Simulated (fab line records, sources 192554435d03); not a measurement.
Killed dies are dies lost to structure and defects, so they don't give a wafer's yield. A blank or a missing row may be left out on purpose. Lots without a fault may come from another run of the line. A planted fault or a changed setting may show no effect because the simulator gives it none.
Problem report in the 8D (eight disciplines) form, filled by code | flow n5_finfet | the parts of the form that need people (team, actions taken, sign-off) are left out

1. THE PROBLEM
IOFF_P_LIN at N5_BEOL_M4_RC_MEAS_101 reads a mean of 0.301 nA/um on 1 wafer of 1 lot; wafers without a fault read 0.098 nA/um with a standard deviation of 0.013. That is +16 standard deviations from the usual mean.
First seen on wafer L931.6, day 8 18:11, on prober-01. The record holds 27 wafers of 9 lots with a number at this step. Rule for "out", or "out of limits": more than 4 standard deviations from the usual mean. The other wafers with a number count as sound.

2. WHAT IT IS AND WHAT IT IS NOT
question                    | is                                                                            | is not
which readings at this step | IOFF_P_LIN, IOFF_P, IOFF_P_85C, IOFF_P_LONG, ION_P, VT_P, VT_P_LONG, VT_P_LVT | DIBL_N, DIBL_P, IOFF_N, ION_N, SS_N, SS_P, VT_N
which lots                  | L931                                                                          | L929, L932, L944, L945, L946, L948, L949, L950
which wafers of those lots  | L931.6                                                                        | L931.2, L931.4
read on which gauges        | prober-01                                                                     | prober-02
when                        | from day 8 18:11                                                              | up to then (5 sound wafers); but 21 sound wafers of L932, L944, L945, L946, L948, L949, L950 came after

3. SUSPECTS, AND WHAT RULES EACH OUT
Counting: a tool at a process step up to the reading stays a suspect if it ran every lot that is out. Sound lots after the first of them don't rule it out here, since some wafers of a struck lot are sound.
- the gauge at N5_BEOL_M4_RC_MEAS_101: ruled out. All the wafers that are out were read on prober-01, but those of them that N5_PASSIVATION_PROBE_49 has rows for are out there too, on other tools.
- rie_diel-01 at N5_HKMG_FIN_ETCH_54 (etches SiARC in CF4, target depth 45.5 nm, time 75.8 s): kept. It ran the lot that is out, L931 (day 4 22:38).
- ald_metal-01 at N5_HKMG_FIN_ALD_36 (deposits TiN, target thk 1 nm, pulse time 1 s, purge time 3 s): kept. It ran the lot that is out, L931 (day 5 00:52); its last sound lot up to then is L929 (day 4 16:31).
- ald_metal-03 at N5_HKMG_FIN_PWFM_ALD_03 (deposits TiN, target thk 2 nm, pulse time 1 s, purge time 3 s): kept. It ran the lot that is out, L931 (day 5 01:11); its last sound lot up to then is L929 (day 4 16:50).
- Within rie_diel-01 at N5_HKMG_FIN_ETCH_54: the wafers that are out ran in chamber 0; their sound lot-mates ran in chambers 1, 2.
- Within ald_metal-03 at N5_HKMG_FIN_PWFM_ALD_03: the wafers that are out ran in chamber 2; their sound lot-mates ran in chambers 1, 3.
Left after counting: rie_diel-01 at N5_HKMG_FIN_ETCH_54, ald_metal-01 at N5_HKMG_FIN_ALD_36, ald_metal-03 at N5_HKMG_FIN_PWFM_ALD_03.

4. THE CAUSE (what the simulator had put in)
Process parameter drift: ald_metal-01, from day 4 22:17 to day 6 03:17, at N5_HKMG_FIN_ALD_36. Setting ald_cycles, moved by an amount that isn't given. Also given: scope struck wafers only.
Counting left 3 suspects, and this tool is among them.

5. THE CHAIN OF EFFECTS, in route order
Each row: a reading whose mean over the struck wafers that have a number lies more than 3 standard deviations from the usual. Only readings for which the record gives a usual standard deviation are gone through. hours: the time from each lot's start at the first step in this table that gives one to its start at this step, as a median over the lots. sigmas: the change in usual standard deviations.
hours | step                    | reading            | usual          | on struck wafers | change    | sigmas
0     | N5_BEOL_M4_RC_MEAS_101  | IOFF_P             | 0.21 nA/um     | 0.66             | +0.45     | +13
0     | N5_BEOL_M4_RC_MEAS_101  | IOFF_P_85C         | 3.6 nA/um      | 9.6              | +6.0      | +12
0     | N5_BEOL_M4_RC_MEAS_101  | IOFF_P_LIN         | 0.098 nA/um    | 0.301            | +0.203    | +16
0     | N5_BEOL_M4_RC_MEAS_101  | IOFF_P_LONG        | 0.000103 nA/um | 0.000221         | +0.000118 | +13
0     | N5_BEOL_M4_RC_MEAS_101  | ION_P              | 463 uA/um      | 519              | +56       | +7.8
0     | N5_BEOL_M4_RC_MEAS_101  | VT_P               | -251 mV        | -218             | +33       | +10
0     | N5_BEOL_M4_RC_MEAS_101  | VT_P_LONG          | -276.1 mV      | -250.8           | +25.3     | +10
0     | N5_BEOL_M4_RC_MEAS_101  | VT_P_LVT           | -99.0 mV       | -64.2            | +34.8     | +12
103   | N5_PASSIVATION_PROBE_49 | sort_bin_4_leakage | 0.00 %         | 42.71            | +42.71    | +99 or more
103   | N5_PASSIVATION_PROBE_49 | sort_n_pass        | 1074           | 597              | -477      | -26
103   | N5_PASSIVATION_PROBE_49 | sort_yield_pct     | 91.0 %         | 50.6             | -40.4     | -27
The process steps in it:
- N5_PASSIVATION_PROBE_49

6. WHAT WOULD HAVE CAUGHT IT SOONER
In this record the first reading out of limits at a measuring or inspecting step was taken at day 8 18:11, 92 hours after the fault began at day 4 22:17.
Of the tool readings at N5_HKMG_FIN_ALD_36 for which the record gives a usual standard deviation, none was out on any struck wafer, so an alarm limit of 4 standard deviations on them would not have fired.
All the lots that are out (1) had begun N5_HKMG_FIN_ALD_36 on ald_metal-01 by day 8 18:11. A hold on the tool at that time would have spared none of them.
